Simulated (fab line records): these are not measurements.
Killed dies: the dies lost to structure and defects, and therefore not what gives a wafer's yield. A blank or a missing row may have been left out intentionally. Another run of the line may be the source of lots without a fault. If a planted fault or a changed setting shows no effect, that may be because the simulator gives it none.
Comparing a struck lot with a sound one    flow n5 finfet    36 steps out of a route of 1938
Sound: these wafers, L424.1, L424.2, L424.6. Wafers L428.2, L428.3, L428.4 were the ones struck. The cause is named last.
Order at every step that has rows: each side's tool, ch and its chambers, its first start. Under that, the readings that differ: sound wafers    struck wafers    difference of the means    sigmas: that difference in standard deviations of wafers without a fault.
alike: readings whose means differ by less than 2 such deviations, and words and numbers that are the same on both sides. not compared: withheld readings, readings that some wafer has no value for, bounds like >300 that may hide the same value, and numbers for which the record gives no deviation and whose values overlap.
A row with sigmas, a row that says differs or no value, or rows on one side alone: a step with any of these is where the two part. Numbers that have no deviation but don't overlap get no sigmas and don't part them. A reading missing from all wafers of one side parts the sides only when that side holds two or more wafers.

first, 9 steps without rows for these wafers: N5_BEOL_M4_ANNEAL_95 (time 240 s); N5_BEOL_M4_SPUTTER_96 (material Cu, target thk 4.5 nm, time 8.29 s); N5_BEOL_M4_ECD_50 (material Cu, target thk 300 nm); N5_BEOL_M4_ANNEAL_51 (time 90 s); N5_BEOL_M4_CMP_52 (polishes, stops on SiOC, t overpolish 6.8 s, target thk 40 nm); N5_BEOL_M4_PRE_CLEAN_60 (time 15 s); N5_BEOL_M4_CO_CAP_55 (material Co, precursor CCTBA/H2, target thk 2 nm, time 102.1 s); N5_BEOL_M4_PRE_CLEAN_56 (time 15 s); N5_BEOL_M4_DEP_57 (deposits SiCN from 3MS/NH3, target thk 8 nm, time 14 s).
N5_BEOL_M4_RC_MEAS_101:
  sound on prober-02 ch 0, day 7 18:15; struck on prober-02 ch 0, day 8 17:19
  alike: DIBL_N, DIBL_P, IOFF_N, IOFF_P, ION_N, ION_P, SS_N, SS_P, VT_N, VT_P
then, 24 steps without rows for these wafers: N5_BEOL_M5_ILD_DEP_00 (deposits SiCOH lowk from DEMS/porogen, target thk 140.64 nm, time 25.9 s); N5_BEOL_M5_CURE_79 (cures SiCOH lowk, time 240 s); N5_BEOL_M5_PECVD_70 (deposits SiO2 from TEOS/O2, target thk 16 nm, time 18 s); N5_BEOL_M5_HM_DEP_02 (deposits TiN, target thk 20 nm); N5_BEOL_M5_COAT_59 (time 60 s, resist thk 60 nm); N5_BEOL_M5_COAT_60 (time 60 s, resist thk 12 nm); N5_BEOL_M5_COAT_71 (time 60 s, resist thk 5 nm); N5_BEOL_M5_COAT_05 (resist thk 30 nm); N5_BEOL_M5_EBR_07; N5_BEOL_M5_SOFTBAKE_06 (time 60 s); N5_BEOL_M5_EXPOSE_08 (exposes mask M5, target cd 28 nm); N5_BEOL_M5_PEB_09 (peb time 60 s); N5_BEOL_M5_DEVELOP_10 (develop time 30 s); N5_BEOL_M5_DESCUM_16 (chemistry O2, time 7 s); N5_BEOL_M5_ETCH_72 (etches underlayer in N2/H2, target depth 6.5 nm, time 5.2 s); N5_BEOL_M5_ETCH_61 (etches SiARC in CF4, target depth 15.6 nm, time 26 s); N5_BEOL_M5_ETCH_62 (etches SOC in N2/H2, target depth 75 nm, overetch 15 nm, time 112.5 s); N5_BEOL_M5_STRIP_63 (strips in N2/H2); N5_BEOL_M5_STRIP_73 (strips in N2/H2); N5_BEOL_M5_STRIP_64 (strips in CF4); N5_BEOL_M5_HM_OPEN_17 (chemistry Cl2/BCl3, target TiN, target depth 20 nm, overetch 6 nm); N5_BEOL_M5_STRIP_19 (strips in O2); N5_BEOL_M5_COAT_65 (time 60 s, resist thk 60 nm); N5_BEOL_M5_COAT_66 (time 60 s, resist thk 12 nm).
-- here the record skips 3 days between the struck wafers' starts before and after, leaving off in module BEOL_M5 and picking up in module BEOL_M12 (first step shown: number 1651 of the route) --
N5_BEOL_M12_ECD_47: material Cu, target thk 720 nm.
  sound on ecd cu-02 ch 0,1, day 10 06:22; struck on ecd cu-01 ch 0,1, day 11 14:58
N5_PASSIVATION_PROBE_49:
  sound on prober-02, day 12 00:28; struck on prober-01, day 12 22:04
reading                   sound           struck          difference  sigmas
defect limited yield (%)  90.4 91.7 90.7  0 0 0           -91         -65
killed_at_M4_up           8 13 5          1107 1099 1116  +1099       +99 or more
killed dies               113 98 110      1180 1180 1180  +1073       +67
killed on rim             11 15 18        152 152 152     +137        +33
sort_bin_5_function (%)   5.3 4.5 4.4     97.6 96.8 97.0  +92.4       +99 or more
sort_bin_6_memory (%)     3.9 3.5 4.2     2.3 2.9 2.7     -1.2        -2
sort n pass               1066 1082 1070  0 0 0           -1073       -67
sort yield pct (%)        90.3 91.7 90.7  0 0 0           -91         -65
  alike: killed_at_M0_to_M3, killed at contacts, killed at front end, killed at other, killed open, killed short, sort_bin_8_speed

== WHERE THEY PART ==
Only at N5_PASSIVATION_PROBE_49, as far as this record shows.

WHY: the cause the simulator had injected
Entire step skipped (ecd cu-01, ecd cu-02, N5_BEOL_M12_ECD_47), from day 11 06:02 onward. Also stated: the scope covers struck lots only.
